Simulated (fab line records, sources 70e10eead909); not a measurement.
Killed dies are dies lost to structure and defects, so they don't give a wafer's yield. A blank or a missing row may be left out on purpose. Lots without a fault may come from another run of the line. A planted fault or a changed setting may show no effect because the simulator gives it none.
Which tool did it? | flow nand_harc | 6 lots, 18 wafers sampled, at 2 steps of a route of 1302

WHAT THE GAUGES READ, wafer by wafer
NHARC_P_ZERO_WELL_CD_MEAS_24: target cd 720 nm.
lot  | measured     | on        | cd_nm (nm)
L735 | day 2 08:34  | cd_sem-03 | 718.8 722.0 723.4
L738 | day 3 14:28  | cd_sem-02 | 715.5 718.3 718.8
L740 | day 4 10:29  | cd_sem-01 | 722.3 721.3 719.6
L743 | day 5 16:58  | cd_sem-01 | 724.9 722.1 723.9
L754 | day 10 06:42 | cd_sem-03 | 718.8 720.3 722.6
L756 | day 11 02:37 | cd_sem-03 | 721.8 721.2 720.4

WHICH TOOL RAN EACH LOT (tool, then ch and the chambers of the sampled wafers, then the start)
lot  | NHARC_P_ZERO_WELL_EXPOSE_21
L735 | krf_scanner-03 ch 0, day 2 08:25
L738 | krf_scanner-03 ch 0, day 3 14:19
L740 | krf_scanner-02 ch 0, day 4 10:19
L743 | krf_scanner-03 ch 0, day 5 16:49
L754 | krf_scanner-03 ch 0, day 10 06:32
L756 | krf_scanner-04 ch 0, day 11 02:27
- NHARC_P_ZERO_WELL_EXPOSE_21: exposes mask P NWELL, target cd 720 nm.

THE ANSWER, worked out from the rows above alone
Rule: what is usual is taken from the lots themselves. Put in order of their means at a reading, lots are off if they are a third of the lots or fewer, leave a main group of 4 or more, and stand apart from it by a gap of 3 or more times the standard deviation of the main group's means; of several such gaps the widest counts. A main group whose means are all the same, to the digits that the tables above print for the reading, isn't used. A lot without any number at a reading at which 4 lots or more have one is off too. The other lots that the step has rows for count as sound.
No lot is off at any reading shown: from this, nothing can be told.

WHAT THE SIMULATOR HAD PUT IN
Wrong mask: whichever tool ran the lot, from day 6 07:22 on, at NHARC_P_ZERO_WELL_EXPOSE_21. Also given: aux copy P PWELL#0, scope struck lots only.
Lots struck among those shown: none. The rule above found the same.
